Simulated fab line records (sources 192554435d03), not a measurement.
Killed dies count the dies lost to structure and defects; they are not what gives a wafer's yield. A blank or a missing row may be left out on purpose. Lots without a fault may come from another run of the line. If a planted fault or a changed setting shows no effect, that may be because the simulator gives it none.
fab line records	flow n5Finfet
record: lots: 7	wafers: 21
route steps=1938 shown BEOL_M3@937 BEOL_M5@1116 BEOL_M7@1267
startH: start of the lot's first displayed wafer, in hours after the record's first day	waitH: hours elapsed since this lot's preceding step	" repeats the value in the row above	L1.1+2: a row that stands for several wafers	- value missing, or start not given	* or withheld: withheld	< > ~ a bound
route shown NAME@n: a module of which the file shows steps, and the number in the route of the first	usual: mean/standard deviation of fault-free wafers	same: alike in all rows	chamber/n: place in a boat	sites: the reading at each site	_std_site: how widely they spread, as a standard deviation	_edge_site: outer sites' mean less inner sites'	radiusMm: for every site, how far away it sits from the centre of the wafer	mask NAME#n: copy n	behind: the most recent tool/chamber to have shaped the wafer	hold: the reason the lot was held/the length of the hold in hours/how it ended	device: whichever transistor did not switch (one of n, p or np)	end of line: the same wafers' tests at the end of the route	where a step has no rows: the recipe by itself	killed: not the wafer's yield, but the dies lost to structure and defects at the first sort	map: shows each die of a wafer: x if killed, . if not, _ if none is there
set.NAME: the setting that was run; set.NAME@STEP: the one run at that earlier step	model.NAME: the simulator's own value behind a step, which no gauge read
lots run with intentionally changed settings; tables by step, rows by wafer
== steps ==
step: N5_BEOL_M3_COAT_73
recipe: resist: underlayer	tempC: 205	timeS: 60	spinRpm: 1500	resistThkNm: 5
lot.wafer	tool	chamber	startH	waitH	set.tempC
L081.1+2+3	lithoTrack-01	0	-	-	208.6
L083.2+4	lithoTrack-02	0	-	-	211.3
L083.3	"	0	"	"	205
L087.1	lithoTrack-05	0	-	-	211.6
L087.2+4	"	0	"	"	205
L091.1+2+5	lithoTrack-05	0	-	-	205
L093.2+3+4	lithoTrack-01	0	-	-	205
L094.1+2	lithoTrack-05	0	-	-	198.7
L094.4	"	0	"	"	205
L096.1+2+3	lithoTrack-05	0	-	-	205
step: N5_BEOL_M3_COAT_05
recipe: resist: CAR-EUV	spinRpm: 1500	resistThkNm: 30
step: N5_BEOL_M3_EBR_07
recipe: solvent: PGMEA	ebrWidthMm: 1.5
step: N5_BEOL_M3_ETCH_74
recipe: chemistry: N2/H2	target: underlayer	targetDepthA: 65	maskMaterial: CAR-EUV	timeS: 5.2	ionEnergyEv: 200	pressureMtorr: 30	sourceW: 840	biasW: 150	n2FlowSccm: 200	h2FlowSccm: 200	ends: cleared
step: N5_BEOL_M3_ETCH_63
recipe: chemistry: CF4	target: SiARC	targetDepthA: 156	maskMaterial: CAR-EUV	timeS: 26	ionEnergyEv: 80	pressureMtorr: 40	sourceW: 545	biasW: 36	Ar_flow_sccm: 100	cf4FlowSccm: 100	ends: cleared
step: N5_BEOL_M3_ETCH_64
recipe: chemistry: N2/H2	target: SOC	targetDepthA: 750	overetchA: 150	maskMaterial: SiARC	tempC: 40	timeS: 112.5	ionEnergyEv: 200	pressureMtorr: 30	sourceW: 840	biasW: 150	n2FlowSccm: 200	h2FlowSccm: 200
lot.wafer	tool	chamber	startH	waitH	set.spinRpm@BEOL_M3_COAT_61	model.etch.depthNm
L081.1	rieDiel-05	3	198.02	0.0	1500	60.25
L081.2	"	2	"	"	1500	60.17
L081.3	"	1	"	"	1500	60.07
L083.2	rieDiel-05	3	202.79	0.0	1500	60.01
L083.3	"	1	"	"	1390	62.26
L083.4	"	2	"	"	1500	59.87
L087.1	rieDiel-04	1	228.06	0.0	1500	60.02
L087.2	"	3	"	"	1500	59.86
L087.4	"	0	"	"	1350	63.22
L091.1	rieDiel-05	0	238.58	0.0	1500	60.09
L091.2	"	3	"	"	1500	60.04
L091.5	"	1	"	"	1500	59.94
L093.2	rieDiel-04	3	257.18	0.0	1500	59.91
L093.3	"	0	"	"	1500	59.87
L093.4	"	0	"	"	1500	59.76
L094.1	rieDiel-01	0	259.13	0.0	1404	62.04
L094.2+4	"	1,3	"	"	1500	60.08
L096.1	rieDiel-04	2	291.16	0.0	1500	59.66
L096.2	"	1	"	"	1500	59.71
L096.3	"	0	"	"	1500	59.89
step: N5_BEOL_M3_STRIP_65
recipe: chemistry: N2/H2	tempC: 40	n2FlowSccm: 200	h2FlowSccm: 200	rfFrequencyHz: 6e+07
step: N5_BEOL_M3_STRIP_75
recipe: chemistry: N2/H2	tempC: 40	n2FlowSccm: 200	h2FlowSccm: 200	rfFrequencyHz: 6e+07
step: N5_BEOL_M3_STRIP_66
recipe: chemistry: CF4	resist: SiARC	powerW: 300	biasPowerW: 75	pressureMtorr: 50	cf4FlowSccm: 150	rfFrequencyHz: 6e+07
step: N5_BEOL_M3_HM_OPEN_17
recipe: chemistry: Cl2/BCl3	targetDepthA: 200	overetchA: 60	target: TiN	maskMaterial: SOC	ionEnergyEv: 150	pressureMtorr: 10	icpW: 1000	biasW: 126	Cl2_flow_sccm: 53.25	bcl3FlowSccm: 21.75	Ar_flow_sccm: 25
lot.wafer	tool	chamber	startH	waitH	set.spinRpm@BEOL_M3_COAT_61	model.SOC_of_BEOL_M3_COAT_61.thkNm
L081.1	rieMetal-01	0	198.18	0.0	1500	52.4
L081.2+3	"	1,0	"	"	1500	52
L083.2	rieMetal-01	0	202.96	0.0	1500	52
L083.3	"	0	"	"	1390	54.2
L083.4	"	1	"	"	1500	51.6
L087.1	rieMetal-01	1	228.22	0.0	1500	51.8
L087.2	"	1	"	"	1500	51.6
L087.4	"	1	"	"	1350	55
L091.1	rieMetal-01	0	238.75	0.0	1500	51.8
L091.2	"	1	"	"	1500	52
L091.5	"	0	"	"	1500	51.6
L093.2+4	rieMetal-03	1	257.35	0.0	1500	52
L093.3	"	0	"	"	1500	51.8
L094.1	rieMetal-02	1	259.30	0.0	1404	54.2
L094.2+4	"	0,1	"	"	1500	52.2
L096.1	rieMetal-01	0	291.33	0.0	1500	51.4
L096.2	"	1	"	"	1500	51.6
L096.3	"	1	"	"	1500	51.8
step: N5_BEOL_M3_ETCH_41
recipe: chemistry: CH3F/O2	target: SiCN	targetDepthA: 299	taperDeg: 2	timeS: 52.5	ionEnergyEv: 120	maskMaterial: TiN	pressureMtorr: 30	sourceW: 395	biasW: 75	Ar_flow_sccm: 150	CH3F_flow_sccm: 30	O2_flow_sccm: 20
lot.wafer	tool	chamber	startH	waitH	set.targetDepthA	model.etch.depthNm
L081.1	rieDiel-01	1	-	-	322	21.64
L081.2	"	2	"	"	299	20
L081.3	"	3	"	"	322	21.29
L083.2	rieDiel-04	2	-	-	323.2	22.17
L083.3	"	3	"	"	323.2	22.34
L083.4	"	3	"	"	299	20.66
L087.1	rieDiel-05	3	-	-	325.3	21.45
L087.2	"	0	"	"	325.3	21.29
L087.4	"	2	"	"	299	20.06
L091.1	rieDiel-01	3	-	-	299	19.6
L091.2	"	2	"	"	299	19.89
L091.5	"	2	"	"	299	19.97
L093.2	rieDiel-04	1	-	-	271.5	18.54
L093.3	"	0	"	"	271.5	18.51
L093.4	"	0	"	"	299	20.31
L094.1	rieDiel-05	1	-	-	326	21.37
L094.2	"	2	"	"	299	19.84
L094.4	"	0	"	"	326	21.04
L096.1	rieDiel-01	0	-	-	322.5	21.32
L096.2	"	2	"	"	299	19.58
L096.3	"	1	"	"	299	19.88
step: N5_BEOL_M5_HM_DEP_02
recipe: material: TiN	targetThkA: 200	tempC: 25	chamberPressurePa: 0.49996
lot.wafer	tool	chamber	startH	waitH	set.targetThkA	model.TiN_of_BEOL_M5_HM_DEP_02.thkNm
L081.1	pvdSputter-03	-	221.53	0.2	200	19.6
L081.2	"	-	"	"	200	19.8
L081.3	"	-	"	"	222.2	22.2
L083.2	pvdSputter-03	-	224.26	0.7	200	19.4
L083.3	"	-	"	"	185.2	18.2
L083.4	"	-	"	"	200	20
L087.1	pvdSputter-01	-	256.18	0.0	182.2	18
L087.2	"	-	"	"	200	20
L087.4	"	-	"	"	182.2	18.2
L091.1	pvdSputter-01	-	258.76	0.2	200	19.6
L091.2+5	"	-	"	"	200	19.8
L093.2	pvdSputter-03	-	287.51	1.5	219.8	21.4
L093.3	"	-	"	"	219.8	21.6
L093.4	"	-	"	"	200	19.8
L094.1	pvdSputter-01	-	292.74	1.9	200	19.4
L094.2	"	-	"	"	200	19.6
L094.4	"	-	"	"	200	19.8
L096.1	pvdSputter-02	-	312.47	0.2	200	19.6
L096.2	"	-	"	"	191.9	18.8
L096.3	"	-	"	"	191.9	19.2
step: N5_BEOL_M5_COAT_60
recipe: resist: SiARC	tempC: 220	timeS: 60	spinRpm: 1500	resistThkNm: 12
lot.wafer	tool	chamber	startH	waitH	set.timeS
L081.1+2	lithoTrack-04	0	-	-	60
L081.3	"	0	"	"	51.75
L083.2+4	lithoTrack-01	0	-	-	60
L083.3	"	0	"	"	71.74
L087.1+4	lithoTrack-05	0	-	-	60
L087.2	"	0	"	"	46.85
L091.1+2+5	lithoTrack-05	0	-	-	60
L093.2+3+4	lithoTrack-05	0	-	-	60
L094.1+2+4	lithoTrack-05	0	-	-	60
L096.1+2+3	lithoTrack-01	0	-	-	60
step: N5_BEOL_M5_COAT_71
recipe: resist: underlayer	tempC: 205	timeS: 60	spinRpm: 1500	resistThkNm: 5
step: N5_BEOL_M5_COAT_05
recipe: resist: CAR-EUV	spinRpm: 1500	resistThkNm: 30
step: N5_BEOL_M5_STRIP_73
recipe: chemistry: N2/H2	tempC: 40	n2FlowSccm: 200	h2FlowSccm: 200	rfFrequencyHz: 6e+07
step: N5_BEOL_M5_STRIP_64
recipe: chemistry: CF4	resist: SiARC	powerW: 300	biasPowerW: 75	pressureMtorr: 50	cf4FlowSccm: 150	rfFrequencyHz: 6e+07
step: N5_BEOL_M5_HM_OPEN_17
recipe: chemistry: Cl2/BCl3	targetDepthA: 200	overetchA: 60	target: TiN	maskMaterial: SOC	ionEnergyEv: 150	pressureMtorr: 10	icpW: 1000	biasW: 126	Cl2_flow_sccm: 53.25	bcl3FlowSccm: 21.75	Ar_flow_sccm: 25
lot.wafer	tool	chamber	startH	waitH	set.targetThkA@BEOL_M5_HM_DEP_02	model.etch.depthNm
L081.1	rieMetal-02	0	222.45	0.0	200	19.66
L081.2	"	1	"	"	200	19.77
L081.3	"	1	"	"	222.2	22.2
L083.2	rieMetal-02	1	225.11	0.0	200	19.49
L083.3	"	0	"	"	185.2	18.18
L083.4	"	1	"	"	200	19.98
L087.1	rieMetal-03	1	257.56	0.0	182.2	18.1
L087.2	"	0	"	"	200	19.92
L087.4	"	1	"	"	182.2	18.19
L091.1	rieMetal-02	1	260.25	0.0	200	19.51
L091.2	"	0	"	"	200	19.8
L091.5	"	0	"	"	200	19.83
L093.2	rieMetal-01	0	288.43	0.0	219.8	21.48
L093.3	"	0	"	"	219.8	21.58
L093.4	"	1	"	"	200	19.88
L094.1	rieMetal-01	0	293.50	0.0	200	19.45
L094.2	"	1	"	"	200	19.57
L094.4	"	0	"	"	200	19.82
L096.1	rieMetal-03	0	313.51	0.0	200	19.66
L096.2	"	0	"	"	191.9	18.83
L096.3	"	0	"	"	191.9	19.19
step: N5_BEOL_M5_STRIP_19
recipe: chemistry: O2	powerW: 400	tempC: 40	pressureMtorr: 30	rfFrequencyHz: 6e+07	biasPowerW: 0	overashFraction: 0.2	o2FlowSccm: 225
step: N5_BEOL_M5_STRIP_85
recipe: chemistry: C4F6/O2	resist: SiARC	rfFrequencyHz: 6e+07
step: N5_BEOL_M5_STRIP_36
recipe: chemistry: N2/H2	powerW: 450	tempC: 40	pressureMtorr: 20	rfFrequencyHz: 6e+07	overashFraction: 0.3	biasPowerW: 7	h2Frac: 0.5	n2FlowSccm: 200	h2FlowSccm: 200
step: N5_BEOL_M5_TRENCH_ETCH_37
recipe: chemistry: C4F6/O2	targetDepthA: 716.52	target: SiCOH_lowk	timeS: 24.7	ionEnergyEv: 250	pressureMtorr: 30	sourceW: 345	biasW: 185	Ar_flow_sccm: 300	C4F6_flow_sccm: 10	O2_flow_sccm: 10
lot.wafer	tool	chamber	startH	waitH	set.targetThkA@BEOL_M5_HM_DEP_02	model.TiN_of_BEOL_M5_HM_DEP_02.thkNm
L081.1+2	rieDiel-04	0,1	-	-	200	17.6
L081.3	"	2	"	"	222.2	20
L083.2	rieDiel-01	1	-	-	200	17.4
L083.3	"	2	"	"	185.2	16
L083.4	"	2	"	"	200	17.8
L087.1	rieDiel-01	1	-	-	182.2	16
L087.2	"	2	"	"	200	17.8
L087.4	"	3	"	"	182.2	16.2
L091.1	rieDiel-01	3	-	-	200	17.4
L091.2+5	"	1	"	"	200	17.8
L093.2	rieDiel-04	3	-	-	219.8	19.2
L093.3	"	2	"	"	219.8	19.4
L093.4	"	0	"	"	200	17.8
L094.1	rieDiel-04	3	-	-	200	17.2
L094.2	"	1	"	"	200	17.4
L094.4	"	2	"	"	200	17.6
L096.1	rieDiel-05	3	-	-	200	17.6
L096.2	"	1	"	"	191.9	16.8
L096.3	"	0	"	"	191.9	17.2
step: N5_BEOL_M7_HM_DEP_02
recipe: material: TiN	targetThkA: 200	tempC: 25	chamberPressurePa: 0.49996
lot.wafer	tool	chamber	startH	waitH	set.targetThkA	model.TiN_of_BEOL_M7_HM_DEP_02.thkNm
L081.1	pvdSputter-01	-	242.03	1.1	209.6	21.2
L081.2	"	-	"	"	200	20
L081.3	"	-	"	"	200	20.4
L083.2+3	pvdSputter-01	-	245.99	0.6	200	20.2
L083.4	"	-	"	"	187	18.8
L087.1	pvdSputter-01	-	281.51	1.9	200	20
L087.2	"	-	"	"	200	20.2
L087.4	"	-	"	"	220.8	22
L091.1	pvdSputter-03	-	281.92	0.8	200	19.8
L091.2+5	"	-	"	"	200	20
L093.2+4	pvdSputter-01	-	312.26	0.8	200	20
L093.3	"	-	"	"	200	19.6
L094.1	pvdSputter-01	-	312.82	0.0	200	19.4
L094.2	"	-	"	"	200	19.8
L094.4	"	-	"	"	181.2	17.8
L096.1	pvdSputter-01	-	335.81	1.5	200	20.4
L096.2	"	-	"	"	209	20.8
L096.3	"	-	"	"	200	20
step: N5_BEOL_M7_EXPOSE_08
recipe: maskId: M7	na: 1.35	sourceShape: dipole	sigmaInner: 0.817	sigmaOuter: 0.97	polarization: te	doseMj: 68.25
lot.wafer	tool	chamber	startH	waitH	mask	set.doseMj
L081.1	arfiScanner-01	0	242.40	-	M7#0	68.25
L081.2+3	"	0	"	"	M7#0	64.63
L083.2+4	arfiScanner-03	0	246.37	-	M7#0	65.24
L083.3	"	0	"	"	M7#0	68.25
L087.1+2	arfiScanner-01	0	281.88	-	M7#0	68.25
L087.4	"	0	"	"	M7#0	64.2
L091.1+2+5	arfiScanner-03	0	282.29	-	M7#0	68.25
L093.2+3	arfiScanner-01	0	312.51	-	M7#0	65.8
L093.4	"	0	"	"	M7#0	68.25
L094.1+2	arfiScanner-03	0	313.19	-	M7#0	64.17
L094.4	"	0	"	"	M7#0	68.25
L096.1	arfiScanner-01	0	336.17	-	M7#0	68.25
L096.2+3	"	0	"	"	M7#0	71.87
step: N5_BEOL_M7_PEB_09
recipe: pebTempC: withheld	pebTimeS: 60	resist: CAR-ArF
step: N5_BEOL_M7_DEVELOP_10
recipe: developTimeS: 30	developer: TMAH	resist: CAR-ArF	rinseLiquid: diw	dry: airSpin	devTempC: 23
step: N5_BEOL_M7_CD_MEAS_11
recipe: targetCdNm: 38.5	landingEnergyEv: 500	detector: seInlens	polarity: opening
usual: cdNm: 38.7/0.6
lot.wafer	tool	chamber	startH	waitH	set.doseMj@BEOL_M7_EXPOSE_08	cdNm
L081.1	cdSem-03	0	242.53	-	68.25	39.0
L081.2	"	0	"	"	64.63	35.5
L081.3	"	0	"	"	64.63	35.4
L083.2	cdSem-01	0	246.49	-	65.24	36.2
L083.3	"	0	"	"	68.25	38.3
L083.4	"	0	"	"	65.24	35.6
L087.1	cdSem-02	0	282.01	-	68.25	39.8
L087.2	"	0	"	"	68.25	39.4
L087.4	"	0	"	"	64.2	36.1
L091.1	cdSem-01	0	282.42	-	68.25	39.0
L091.2	"	0	"	"	68.25	39.3
L091.5	"	0	"	"	68.25	38.7
L093.2	cdSem-02	0	312.64	-	65.8	35.6
L093.3	"	0	"	"	65.8	36.2
L093.4	"	0	"	"	68.25	37.5
L094.1	cdSem-01	0	313.32	-	64.17	36.8
L094.2	"	0	"	"	64.17	36.6
L094.4	"	0	"	"	68.25	39.3
L096.1	cdSem-03	0	336.30	-	68.25	39.5
L096.2	"	0	"	"	71.87	41.8
L096.3	"	0	"	"	71.87	40.9
step: N5_BEOL_M7_DESCUM_16
recipe: chemistry: O2	timeS: 7.9	sourcePowerW: 50	biasPowerW: 20	pressureMtorr: 20	rfFrequencyHz: 2.712e+07	tempC: 40	resist: CAR-ArF	o2FlowSccm: 225
step: N5_BEOL_M7_ETCH_61
recipe: chemistry: CF4	target: SiARC	targetDepthA: 455	maskMaterial: CAR-ArF	timeS: 75.8	ionEnergyEv: 80	pressureMtorr: 40	sourceW: 545	biasW: 36	Ar_flow_sccm: 100	cf4FlowSccm: 100	ends: cleared
lot.wafer	tool	chamber	startH	waitH	set.doseMj@BEOL_M7_EXPOSE_08	model.BEOL_M7.cdOffsetNm
L081.1	rieDiel-04	1	242.65	0.0	68.25	0.8
L081.2	"	3	"	"	64.63	-3
L081.3	"	2	"	"	64.63	-3.2
L083.2	rieDiel-01	2	246.61	0.0	65.24	-2.2
L083.3	"	1	"	"	68.25	0
L083.4	"	2	"	"	65.24	-3.2
L087.1	rieDiel-05	2	282.14	0.0	68.25	1.4
L087.2	"	1	"	"	68.25	0.6
L087.4	"	1	"	"	64.2	-2.4
L091.1	rieDiel-01	2	282.55	0.0	68.25	0.2
L091.2+5	"	0,2	"	"	68.25	0.6
L093.2	rieDiel-01	3	312.86	0.0	65.8	-2.8
L093.3	"	2	"	"	65.8	-2.4
L093.4	"	0	"	"	68.25	-1.4
L094.1	rieDiel-04	3	313.50	0.0	64.17	-2.2
L094.2	"	2	"	"	64.17	-2.4
L094.4	"	0	"	"	68.25	0.6
L096.1	rieDiel-01	3	336.43	0.0	68.25	1
L096.2	"	0	"	"	71.87	3.4
L096.3	"	1	"	"	71.87	2.6
step: N5_BEOL_M7_ETCH_62
recipe: chemistry: N2/H2	target: SOC	targetDepthA: 1100	overetchA: 220	maskMaterial: SiARC	tempC: 40	timeS: 165	ionEnergyEv: 200	pressureMtorr: 30	sourceW: 840	biasW: 150	n2FlowSccm: 200	h2FlowSccm: 200
lot.wafer	tool	chamber	startH	waitH	set.doseMj@BEOL_M7_EXPOSE_08	model.BEOL_M7.cdOffsetNm
L081.1	rieDiel-04	1	242.71	0.0	68.25	0.6
L081.2	"	3	"	"	64.63	-3
L081.3	"	2	"	"	64.63	-3.6
L083.2	rieDiel-01	2	246.67	0.0	65.24	-2
L083.3	"	1	"	"	68.25	0.4
L083.4	"	2	"	"	65.24	-3
L087.1	rieDiel-05	2	282.20	0.0	68.25	1.6
L087.2	"	1	"	"	68.25	0.6
L087.4	"	1	"	"	64.2	-2.2
L091.1	rieDiel-01	2	282.61	0.0	68.25	0
L091.2	"	0	"	"	68.25	1
L091.5	"	2	"	"	68.25	0.4
L093.2	rieDiel-01	3	312.92	0.0	65.8	-3
L093.3	"	2	"	"	65.8	-2.4
L093.4	"	0	"	"	68.25	-1.2
L094.1	rieDiel-04	3	313.55	0.0	64.17	-1.8
L094.2	"	2	"	"	64.17	-2.4
L094.4	"	0	"	"	68.25	0.8
L096.1	rieDiel-01	3	336.48	0.0	68.25	0.8
L096.2	"	0	"	"	71.87	3.6
L096.3	"	1	"	"	71.87	2.8
step: N5_BEOL_M7_STRIP_68
recipe: chemistry: N2/H2	tempC: 40	n2FlowSccm: 200	h2FlowSccm: 200	rfFrequencyHz: 6e+07
step: N5_BEOL_M7_STRIP_67
recipe: chemistry: CF4	resist: SiARC	powerW: 300	biasPowerW: 75	pressureMtorr: 50	cf4FlowSccm: 150	rfFrequencyHz: 6e+07
step: N5_BEOL_M7_HM_OPEN_17
recipe: chemistry: Cl2/BCl3	targetDepthA: 200	overetchA: 60	target: TiN	maskMaterial: SOC	ionEnergyEv: 150	pressureMtorr: 10	icpW: 1000	biasW: 126	Cl2_flow_sccm: 53.25	bcl3FlowSccm: 21.75	Ar_flow_sccm: 25
lot.wafer	tool	chamber	startH	waitH	set.targetThkA@BEOL_M7_HM_DEP_02	set.doseMj@BEOL_M7_EXPOSE_08	model.BEOL_M7.cdOffsetNm	model.etch.depthNm
L081.1	rieMetal-03	1	242.90	0.0	209.6	68.25	0.8	21.28
L081.2	"	0	"	"	200	64.63	-2.8	20.08
L081.3	"	0	"	"	200	64.63	-3.6	20.32
L083.2	rieMetal-01	0	246.86	0.0	200	65.24	-1.8	20.1
L083.3	"	1	"	"	200	68.25	0.4	20.14
L083.4	"	0	"	"	187	65.24	-2.8	18.83
L087.1	rieMetal-02	1	282.39	0.0	200	68.25	1.6	20.03
L087.2	"	0	"	"	200	68.25	0.8	20.23
L087.4	"	1	"	"	220.8	64.2	-2.2	22.08
L091.1	rieMetal-02	1	282.79	0.0	200	68.25	0	19.86
L091.2	"	0	"	"	200	68.25	1	19.98
L091.5	"	1	"	"	200	68.25	0.4	20.05
L093.2	rieMetal-01	0	313.11	0.0	200	65.8	-2.8	20.09
L093.3	"	1	"	"	200	65.8	-2.4	19.59
L093.4	"	0	"	"	200	68.25	-1	20.02
L094.1	rieMetal-01	1	313.74	0.0	200	64.17	-1.6	19.42
L094.2	"	0	"	"	200	64.17	-2.2	19.77
L094.4	"	1	"	"	181.2	68.25	0.8	17.74
L096.1	rieMetal-03	1	336.67	0.0	200	68.25	0.8	20.42
L096.2	"	0	"	"	209	71.87	3.6	20.78
L096.3	"	0	"	"	200	71.87	2.8	19.94
step: N5_BEOL_M7_STRIP_19
recipe: chemistry: O2	powerW: 400	tempC: 40	pressureMtorr: 30	rfFrequencyHz: 6e+07	biasPowerW: 0	overashFraction: 0.2	o2FlowSccm: 225
step: N5_BEOL_M7_CD_MEAS_18
recipe: pitchNm: 80	targetCdNm: 40
usual: cdNm: 40.3/0.63
lot.wafer	tool	chamber	startH	waitH	set.doseMj@BEOL_M7_EXPOSE_08	cdNm
L081.1	cdSem-01	-	243.08	0.0	68.25	40.9
L081.2	"	-	"	"	64.63	37.2
L081.3	"	-	"	"	64.63	36.3
L083.2	cdSem-02	-	247.09	0.1	65.24	38.3
L083.3	"	-	"	"	68.25	40.4
L083.4	"	-	"	"	65.24	37.1
L087.1	cdSem-03	-	282.57	0.0	68.25	40.9
L087.2	"	-	"	"	68.25	40.5
L087.4	"	-	"	"	64.2	37.6
L091.1	cdSem-03	-	282.97	0.0	68.25	40.3
L091.2	"	-	"	"	68.25	41.1
L091.5	"	-	"	"	68.25	40.3
L093.2	cdSem-02	-	313.30	0.1	65.8	37.0
L093.3	"	-	"	"	65.8	37.9
L093.4	"	-	"	"	68.25	39.0
L094.1	cdSem-01	-	314.02	0.0	64.17	38.3
L094.2	"	-	"	"	64.17	37.8
L094.4	"	-	"	"	68.25	40.8
L096.1	cdSem-03	-	336.87	0.0	68.25	40.6
L096.2	"	-	"	"	71.87	43.5
L096.3	"	-	"	"	71.87	43.1
== key ==
split: step: N5_BEOL_M3_COAT_73	setting: tempC	stated: 205	by: wafer
response none clear
split: step: N5_BEOL_M3_ETCH_41	setting: targetDepthA	stated: 299	by: wafer
response: step: N5_BEOL_M3_ETCH_41	reading: model.etch.depthNm	change: +0.179	per: 1%	r: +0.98
split: step: N5_BEOL_M5_HM_DEP_02	setting: targetThkA	stated: 200	by: wafer
response: step: N5_BEOL_M5_HM_DEP_02	reading: model.TiN_of_BEOL_M5_HM_DEP_02.thkNm	change: +0.202	per: 1%	r: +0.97
response: step: N5_BEOL_M5_HM_OPEN_17	reading: model.etch.depthNm	change: +0.198	per: 1%	r: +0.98
response: step: N5_BEOL_M5_TRENCH_ETCH_37	reading: model.TiN_of_BEOL_M5_HM_DEP_02.thkNm	change: +0.191	per: 1%	r: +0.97
split: step: N5_BEOL_M5_COAT_60	setting: timeS	stated: 60	by: wafer
response none clear
split: step: N5_BEOL_M7_HM_DEP_02	setting: targetThkA	stated: 200	by: wafer
response: step: N5_BEOL_M7_HM_DEP_02	reading: model.TiN_of_BEOL_M7_HM_DEP_02.thkNm	change: +0.189	per: 1%	r: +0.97
response: step: N5_BEOL_M7_HM_OPEN_17	reading: model.etch.depthNm	change: +0.191	per: 1%	r: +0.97
split: step: N5_BEOL_M7_EXPOSE_08	setting: doseMj	stated: 68.25	by: wafer
response: step: N5_BEOL_M7_CD_MEAS_11	reading: cdNm	change: +0.503	per: 1%	r: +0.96
response: step: N5_BEOL_M7_ETCH_61	reading: model.BEOL_M7.cdOffsetNm	change: +0.533	per: 1%	r: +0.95
response: step: N5_BEOL_M7_ETCH_62	reading: model.BEOL_M7.cdOffsetNm	change: +0.555	per: 1%	r: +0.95
response: step: N5_BEOL_M7_HM_OPEN_17	reading: model.BEOL_M7.cdOffsetNm	change: +0.551	per: 1%	r: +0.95
response: step: N5_BEOL_M7_CD_MEAS_18	reading: cdNm	change: +0.558	per: 1%	r: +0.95
split outsideThisFile step=N5_BEOL_M3_COAT_61 setting=spinRpm
split outsideThisFile: this setting was split too, and the file shows its column; the key of that split is in another file
